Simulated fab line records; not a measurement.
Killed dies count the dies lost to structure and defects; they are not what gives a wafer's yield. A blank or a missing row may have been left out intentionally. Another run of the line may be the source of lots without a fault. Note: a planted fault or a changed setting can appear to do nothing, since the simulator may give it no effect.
fab line records	flow nand-harc
record: lots: 12	wafers: 36	last-day: 34
route steps=1302 shown A_STAIRCASE@711 END@1302
lots untouched by any fault: they come from a run of this same line in which no faults occurred
start-h: the number of hours between the record's first day and the start of the first shown wafer of the lot	wait-h: how many hours have passed since the lot's step before this one	" same as the row above	L1.1+2: a single row standing in for several wafers	- no value, or no start was given	* or withheld: withheld	< > ~ a bound
route shown NAME@n: NAME is a module with steps in the file, n the number in the route of the first one	usual: average and standard deviation across the fault-free wafers	same: alike in all rows	chamber/n: place in a boat	sites: readings site by site	_std_site: standard deviation of those values	_edge_site: inner sites' mean taken away from outer sites' mean	radius-mm: for every site, how far away it sits from the centre of the wafer	mask NAME#n: copy n	behind: the last tool/chamber to shape the wafer	hold: what put the lot on hold/how long, in hours/how the hold closed	device: the transistor (n, p or np) that didn't switch	end of line: the route-end tests of the same wafers	a step given without rows: its recipe and nothing more	killed: dies lost to structure and defects at the first sort, not the wafer's yield	map: per-die view of a wafer (x killed, . not killed, _ where there is no die)
set.NAME: the run value of the setting; set.NAME@STEP: its run value at that earlier step	model.NAME: the simulator's own value behind a step, which no gauge read
a sample of lots followed through the steps of the route, with each step as a table and each wafer as a row
services: a tool's chamber out of use, with start hour (start-h, from the record's first day; less than 0 if before it), hours out, and reason
== steps ==
step: NHARC_A_STAIRCASE_ETCH_197
recipe: target-depth-a: 1000	time-s: 40.5	ion-energy-ev: 400	c4f8-flow-sccm: 20	o2-flow-sccm: 10	ar-flow-sccm: withheld	rf-w: 600	bias-w: 1000	chemistry: C4F8/O2
usual: oes-product-au: 0.952/0.019	rf-vpp-V: 897/6.6
lot.wafer	tool	chamber	start-h	wait-h	oes-product-au	rf-hours-counter-h	rf-vpp-V
L205.3	rie-diel-11	0	-	-	0.963	26	888
L205.6	"	1	"	"	0.972	-	891
L205.5	"	2	"	"	0.942	-	893
L204.4	rie-diel-03	2	-	-	0.953	23	888
L204.1	"	3	"	"	0.938	24	902
L204.6	"	3	"	"	0.931	-	901
L206.3	rie-diel-03	1	-	-	0.960	28	893
L206.6	"	3	"	"	0.967	-	899
L206.5	"	0	"	"	0.976	-	906
L210.1	rie-diel-04	2	-	-	0.932	18	896
L210.3	"	1	"	"	0.934	17	905
L210.5	"	3	"	"	0.944	-	889
L211.3	rie-diel-03	2	-	-	0.981	42	888
L211.1	"	3	"	"	0.960	45	899
L211.2	"	1	"	"	0.965	44	892
L216.2	rie-diel-11	0	-	-	0.925	5	890
L216.6	"	1	"	"	0.954	-	892
L216.5	"	2	"	"	0.940	-	890
L220.1	rie-diel-11	3	-	-	0.953	21	898
L220.3	"	1	"	"	0.972	24	891
L220.2	"	2	"	"	0.930	23	889
L222.1	rie-diel-04	2	-	-	0.966	53	894
L222.2	"	1	"	"	0.947	53	904
L222.5	"	2	"	"	0.965	-	895
L223.2	rie-diel-04	2	-	-	0.976	0	895
L223.1	"	3	"	"	0.953	0	905
L223.5	"	0	"	"	0.965	-	906
L225.2	rie-diel-04	3	-	-	0.950	6	906
L225.3	"	0	"	"	0.959	5	904
L225.1	"	1	"	"	0.950	4	904
L226.3	rie-diel-04	1	-	-	0.922	7	902
L226.1	"	2	"	"	0.969	7	894
L226.4	"	0	"	"	0.933	8	905
L227.2	rie-diel-04	1	-	-	0.913	12	903
L227.6	"	0	"	"	0.941	-	904
L227.5	"	1	"	"	0.907	-	903
step: NHARC_A_STAIRCASE_TRIM_198
recipe: time-s: 211.2	o2-flow-sccm: 500	ar-flow-sccm: 0	bias-w: 0	chemistry: O2
usual: chamber-pressure-mTorr: 60.00/0.056	drypump-motor-current-A: 5.7/0.37	oes-product-au: 1.000/0.014	rf-vpp-V: 57.9/1	showerhead-plenum-p-Torr: 3.56/0.18	throttle-valve-pct: 17.037/0.0086
same: bias-w: 0
lot.wafer	tool	chamber	start-h	wait-h	chamber-pressure-mTorr	drypump-motor-current-A	oes-product-au	rf-hours-counter-h	rf-vpp-V	showerhead-plenum-p-Torr	throttle-valve-pct
L205.3	rie-diel-11	1	-	-	59.98	6.2	1.014	31	59.3	3.44	17.047
L205.6	"	2	"	"	60.09	5.7	0.983	-	58.3	3.40	17.018
L205.5	"	3	"	"	60.01	5.2	0.983	-	57.2	3.61	17.051
L204.1	rie-diel-03	0	-	-	60.12	5.6	1.009	23	58.3	3.76	17.033
L204.4	"	2	"	"	60.00	6.1	1.005	23	58.5	3.29	17.039
L204.6	"	1	"	"	60.00	5.3	1.007	-	58.1	3.44	17.033
L206.3	rie-diel-03	1	-	-	60.07	5.3	1.000	28	57.4	3.44	17.050
L206.6	"	0	"	"	59.99	5.6	0.995	-	60.2	3.76	17.051
L206.5	"	1	"	"	60.07	5.3	0.996	-	57.4	3.44	17.025
L210.3	rie-diel-04	2	-	-	60.05	5.4	0.985	18	56.5	3.50	17.039
L210.1	"	0	"	"	60.02	5.5	0.988	8	59.1	3.80	17.032
L210.5	"	3	"	"	60.03	5.2	0.999	-	58.3	3.31	17.042
L211.3	rie-diel-03	3	-	-	59.96	6.3	0.980	45	57.5	3.63	17.023
L211.1	"	0	"	"	59.99	5.6	1.004	47	57.7	3.75	17.046
L211.2	"	1	"	"	60.03	5.3	1.002	44	56.8	3.43	17.037
L216.2	rie-diel-11	1	-	-	60.01	6.2	1.004	6	56.9	3.42	17.031
L216.5	"	2	"	"	59.96	5.7	1.004	-	58.3	3.38	17.032
L216.6	"	3	"	"	60.02	5.2	1.004	-	57.9	3.60	17.035
L220.3	rie-diel-11	1	-	-	59.99	6.2	1.021	24	56.6	3.41	17.039
L220.1	"	3	"	"	60.01	5.2	1.008	21	57.4	3.59	17.043
L220.2	"	0	"	"	59.96	5.5	1.004	22	55.0	3.30	17.039
L222.1	rie-diel-04	1	-	-	59.94	6.0	0.990	53	59.1	3.74	17.045
L222.2	"	2	"	"	59.98	5.4	1.010	53	57.2	3.49	17.031
L222.5	"	0	"	"	59.99	5.6	1.008	-	57.6	3.78	17.054
L223.2	rie-diel-04	2	-	-	60.02	5.5	1.008	0	57.6	3.48	17.028
L223.1	"	1	"	"	60.10	6.0	0.983	0	58.3	3.74	17.033
L223.5	"	3	"	"	59.90	5.2	1.003	-	58.7	3.81	17.033
L225.3	rie-diel-04	0	-	-	60.00	5.5	0.988	5	58.5	3.77	17.050
L225.1	"	1	"	"	59.94	6.0	0.987	4	58.6	3.74	17.043
L225.2	"	3	"	"	59.99	5.2	0.988	6	58.6	3.81	17.036
L226.1	rie-diel-04	3	-	-	60.00	5.2	0.983	8	59.1	3.80	17.021
L226.4	"	0	"	"	59.91	5.5	0.983	8	58.6	3.77	17.037
L226.3	"	1	"	"	60.03	6.0	0.967	7	57.8	3.74	17.045
L227.2	rie-diel-04	1	-	-	59.96	6.0	0.976	12	60.5	3.73	17.042
L227.5	"	0	"	"	59.89	5.5	0.994	-	58.1	3.77	17.048
L227.6	"	1	"	"	59.96	6.1	0.977	-	58.6	3.73	17.047
step: NHARC_A_STAIRCASE_TRIM_233
recipe: time-s: 211.2	o2-flow-sccm: 500	ar-flow-sccm: 0	bias-w: 0	chemistry: O2
usual: bias-w: 0/0	chamber-pressure-mTorr: 59.99/0.054	drypump-motor-current-A: 5.7/0.39	oes-product-au: 1.000/0.013	rf-vpp-V: 57.8/0.86	showerhead-plenum-p-Torr: 3.52/0.18	throttle-valve-pct: 17.036/0.0091
lot.wafer	tool	chamber	start-h	wait-h	bias-w	chamber-pressure-mTorr	drypump-motor-current-A	oes-product-au	rf-hours-counter-h	rf-vpp-V	showerhead-plenum-p-Torr	throttle-valve-pct
L205.3	rie-diel-11	0	365.14	-	0	59.90	5.5	1.011	29	55.5	3.32	17.031
L205.5	"	3	"	"	0	60.01	5.2	0.975	-	57.6	3.61	17.036
L205.6	"	0	"	"	0	59.99	5.5	1.009	-	58.1	3.32	17.037
L204.4	rie-diel-11	2	365.77	-	0	60.04	5.7	0.996	38	57.2	3.40	17.053
L204.1	"	3	"	"	0	60.03	5.2	0.984	36	58.4	3.61	17.042
L204.6	"	2	"	"	0	60.04	5.7	0.999	-	58.1	3.40	17.029
L206.3	rie-diel-03	0	385.42	-	0	60.01	5.7	0.996	33	57.7	3.76	17.022
L206.6	"	2	"	"	0	60.01	6.1	1.007	-	55.9	3.28	17.048
L206.5	"	3	"	"	0	59.96	6.3	1.002	-	58.5	3.63	17.043
L210.1	rie-diel-11	1	425.71	-	0	60.04	6.2	1.009	52	57.0	3.42	17.036
L210.3	"	2	"	"	0	60.06	5.7	0.998	54	59.2	3.39	17.057
L210.5	"	1	"	"	0	59.97	6.2	1.018	-	57.7	3.42	17.066
L211.1	rie-diel-04	3	434.16	-	0	60.08	5.2	1.003	23	55.3	3.31	17.054
L211.3	"	0	"	"	0	59.91	5.5	1.007	11	58.4	3.80	17.038
L211.2	"	2	"	"	0	59.92	5.4	0.984	22	59.1	3.50	17.025
L216.2	rie-diel-04	3	465.99	-	0	59.89	5.2	1.017	37	57.6	3.30	17.036
L216.5	"	1	"	"	0	60.00	6.0	0.981	-	58.2	3.75	17.027
L216.6	"	2	"	"	0	60.00	5.4	0.998	-	58.4	3.50	17.042
L220.3	rie-diel-11	2	518.47	-	0	59.97	5.7	0.994	23	58.5	3.37	17.036
L220.2	"	0	"	"	0	59.99	5.5	1.005	23	58.1	3.30	17.038
L220.1	"	1	"	"	0	60.04	6.3	1.028	24	58.5	3.41	17.039
L222.2	rie-diel-03	3	537.38	-	-	-	-	-	-	-	-	-
L222.1	"	0	"	"	-	-	-	-	-	-	-	-
L222.5	"	2	"	"	-	-	-	-	-	-	-	-
L223.2	rie-diel-11	1	552.02	-	-	-	-	-	-	-	-	-
L223.1	"	3	"	"	-	-	-	-	-	-	-	-
L223.5	"	2	"	"	-	-	-	-	-	-	-	-
L225.3	rie-diel-03	2	571.54	-	0	59.99	6.1	1.013	36	58.7	3.79	17.039
L225.1	"	3	"	"	0	60.03	6.3	1.006	29	56.8	3.60	17.032
L225.2	"	1	"	"	0	60.01	5.2	0.978	34	57.8	3.40	17.037
L226.3	rie-diel-11	0	580.81	-	0	60.04	5.5	0.990	42	57.8	3.29	17.041
L226.4	"	2	"	"	0	60.00	5.7	0.985	51	56.7	3.36	17.032
L226.1	"	3	"	"	0	59.98	5.2	0.996	46	58.7	3.57	17.039
L227.2	rie-diel-11	0	592.17	-	0	59.91	5.5	0.999	47	57.1	3.28	17.034
L227.6	"	2	"	"	0	60.01	5.7	0.986	-	56.8	3.36	17.045
L227.5	"	3	"	"	0	60.03	5.2	1.017	-	57.6	3.57	17.027
step: NHARC_A_STAIRCASE_STRIP_238
recipe: power-w: 1500	temp-c: 250	chemistry: O2
usual: drypump-motor-current-A: 6.05/0.12	heater-power-w: 333/31
lot.wafer	tool	chamber	start-h	wait-h	drypump-motor-current-A	heater-power-w	rf-hours-counter-h
L205.3	plasma-asher-02	1	365.88	0.2	6.08	344	-
L205.6	"	1	"	"	6.07	345	-
L205.5	"	0	"	"	5.83	280	-
L204.1	plasma-asher-02	1	366.31	0.1	6.12	340	20
L204.4	"	1	"	"	6.08	350	-
L204.6	"	0	"	"	5.84	271	-
L206.3	plasma-asher-01	1	389.26	0.2	6.11	351	-
L206.5	"	1	"	"	6.12	352	-
L206.6	"	0	"	"	6.09	331	-
L210.1	plasma-asher-01	1	426.44	0.1	6.13	346	14
L210.3	"	0	"	"	6.08	345	-
L210.5	"	1	"	"	6.13	351	-
L211.1	plasma-asher-02	0	434.72	0.1	5.82	274	33
L211.2	"	1	"	"	6.10	343	33
L211.3	"	1	"	"	6.11	343	-
L216.2	plasma-asher-02	0	466.52	0.1	5.82	267	2
L216.5	"	0	"	"	5.81	273	-
L216.6	"	1	"	"	6.14	365	-
L220.1	plasma-asher-02	0	519.03	0.1	5.81	277	14
L220.2	"	1	"	"	6.12	362	14
L220.3	"	1	"	"	6.14	367	-
L222.2	plasma-asher-02	1	537.91	0.1	6.10	357	19
L222.1	"	0	"	"	5.81	279	19
L222.5	"	1	"	"	6.09	353	-
L223.2	plasma-asher-01	1	552.58	0.1	6.15	338	4
L223.1	"	0	"	"	6.06	347	4
L223.5	"	1	"	"	6.13	344	-
L225.2	plasma-asher-01	0	572.10	0.1	6.09	356	8
L225.1	"	1	"	"	6.14	346	8
L225.3	"	0	"	"	6.08	356	-
L226.1	plasma-asher-01	1	581.58	0.3	6.10	331	10
L226.4	"	0	"	"	6.06	364	-
L226.3	"	1	"	"	6.10	343	-
L227.2	plasma-asher-02	1	592.70	0.1	6.12	358	31
L227.6	"	1	"	"	6.17	348	-
L227.5	"	0	"	"	5.79	266	-
step: NHARC_END_SORT_01
recipe: temp-c: 25
usual: killed-at-array: 55/19	killed-at-other: 0.9/1.4	killed-at-periphery: 3.8/2.9	killed-dies: 60/19	killed-open: 3.3/1.8	killed-short: 2.6/1.6
same: gross-dies: 677
lot.wafer	tool	chamber	start-h	wait-h	killed-at-array	killed-at-other	killed-at-periphery	killed-dies	killed-open	killed-short
L222.1	prober-01	0	735.02	2.5	677	0	0	677	1	0
L222.2	prober-01	0	735.82	2.8	674	2	1	677	4	2
L222.5	prober-01	0	738.20	3.7	676	0	1	677	3	1
L223.1	prober-01	0	747.13	2.5	672	1	4	677	5	4
L223.2	prober-01	0	747.93	2.8	676	0	1	677	2	3
L223.5	prober-01	0	750.36	3.7	676	1	0	677	5	0
killed by level:class
L222.1 A_STAIRCASE:area-trim=607 A_CHANNEL_HOLE_D1:chamber-film-flake=34 A_SLIT:chamber-film-flake=23 A_STAIRCASE:chamber-film-flake=5 A_CONTACT:chamber-film-flake=5 A_CHANNEL_FILL_D1:chamber-film-flake=2 A_WL_FILL:geometric-particle:open=1
L222.2 A_STAIRCASE:area-trim=594 A_CHANNEL_HOLE_D1:chamber-film-flake=32 A_SLIT:chamber-film-flake=29 A_CONTACT:chamber-film-flake=6 A_STAIRCASE:chamber-film-flake=4 A_CHANNEL_FILL_D1:chamber-film-flake=3 A_ONON_D1:geometric-particle:open=2 THIN_TSV:chamber-film-flake=2
L222.5 A_STAIRCASE:area-trim=600 A_SLIT:chamber-film-flake=31 A_CHANNEL_HOLE_D1:chamber-film-flake=25 A_STAIRCASE:chamber-film-flake=4 A_CHANNEL_FILL_D1:chamber-film-flake=3 A_WL_FILL:chamber-film-flake=3 A_CONTACT:chamber-film-flake=3 A_ZERO_WELL:chamber-film-flake=2
L223.1 A_STAIRCASE:area-trim=620 A_CHANNEL_HOLE_D2:chamber-film-flake=15 A_CHANNEL_HOLE_D1:chamber-film-flake=13 A_CONTACT:chamber-film-flake=8 A_STAIRCASE:chamber-film-flake=6 A_CHANNEL_FILL_D2:geometric-particle:short=2 A_SLIT:chamber-film-flake=2 P_CONTACT:geometric-particle:open=1
L223.2 A_STAIRCASE:area-trim=609 A_CHANNEL_HOLE_D2:chamber-film-flake=25 A_CHANNEL_HOLE_D1:chamber-film-flake=11 A_STAIRCASE:chamber-film-flake=10 A_CONTACT:chamber-film-flake=8 A_SLIT:chamber-film-flake=6 A_WL_FILL:chamber-film-flake=2 P_M0:geometric-particle:short=1
L223.5 A_STAIRCASE:area-trim=620 A_CHANNEL_HOLE_D2:chamber-film-flake=19 A_CHANNEL_HOLE_D1:chamber-film-flake=14 A_CONTACT:chamber-film-flake=7 A_SLIT:chamber-film-flake=5 A_STAIRCASE:chamber-film-flake=5 A_CHANNEL_FILL_D2:geometric-particle:open=2 A_SOURCE_PLATE:geometric-particle:open=1
== services ==
tool	chamber	start-h	hours	kind
rie-diel-04	0	338.57	-	clean
rie-diel-04	1	338.57	-	clean
rie-diel-04	2	338.57	-	clean
rie-diel-04	3	338.57	-	clean
plasma-asher-01	-	342.00	9.0	pm
rie-diel-04	2	351.08	3.3	repair
rie-diel-04	-	358.76	9.0	pm
rie-diel-04	0	358.76	9.0	vent-cycle
rie-diel-04	1	358.76	9.0	vent-cycle
rie-diel-04	2	358.76	9.0	vent-cycle
rie-diel-04	3	358.76	9.0	vent-cycle
plasma-asher-02	-	366.67	0.7	repair
rie-diel-04	0	367.76	-	clean
rie-diel-03	-	368.51	0.6	repair
rie-diel-04	0	393.17	26.6	repair
plasma-asher-01	-	432.26	1.8	repair
rie-diel-11	-	434.79	9.0	pm
plasma-asher-02	-	447.84	9.0	pm
rie-diel-03	-	458.59	9.0	pm
plasma-asher-02	-	513.49	2.5	repair
rie-diel-03	2	517.55	7.5	repair
plasma-asher-01	-	519.00	9.0	pm
rie-diel-04	-	535.82	9.0	pm
rie-diel-03	3	546.16	10.6	repair
== key ==
first-sign: step: NHARC_A_STAIRCASE_TRIM_233	reading: tool-record	direction: missing
effect: step: NHARC_END_SORT_01	reading: killed-dies	direction: up	sigmas: 33	usual: 60	struck: 677
more-kills-born-at: NHARC_A_STAIRCASE_TRIM_233@rie-diel-11: 1850	NHARC_A_STAIRCASE_TRIM_233@rie-diel-03: 1802
met-at NHARC_A_STAIRCASE_TRIM_233
struck-lots L222,L223
later-rows-left-out L222.1,L222.2,L222.5,L223.1,L223.2,L223.5
tester-left-out L222,L223
not-acting-at NHARC_A_STAIRCASE_ETCH_197,NHARC_A_STAIRCASE_TRIM_198,NHARC_A_STAIRCASE_STRIP_238
onset-between 518.47 537.38
fault: kind: skipped-step-whole	tool: rie-diel-03,rie-diel-11	chamber: -	onset-h: 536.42	steps: NHARC_A_STAIRCASE_TRIM_233	scope: struck-lots-only
tester-left-out: of these lots the tester's yield and bins aren't shown, on N5 and GAA mostly nor the transistor test; their killed dies are dies lost to structure and defects alone, not to doping, threshold or leakage, so they don't give the yield
later-rows-left-out: the simulator's readings of these wafers behind a module that went badly wrong aren't trusted and aren't shown, but for the sort
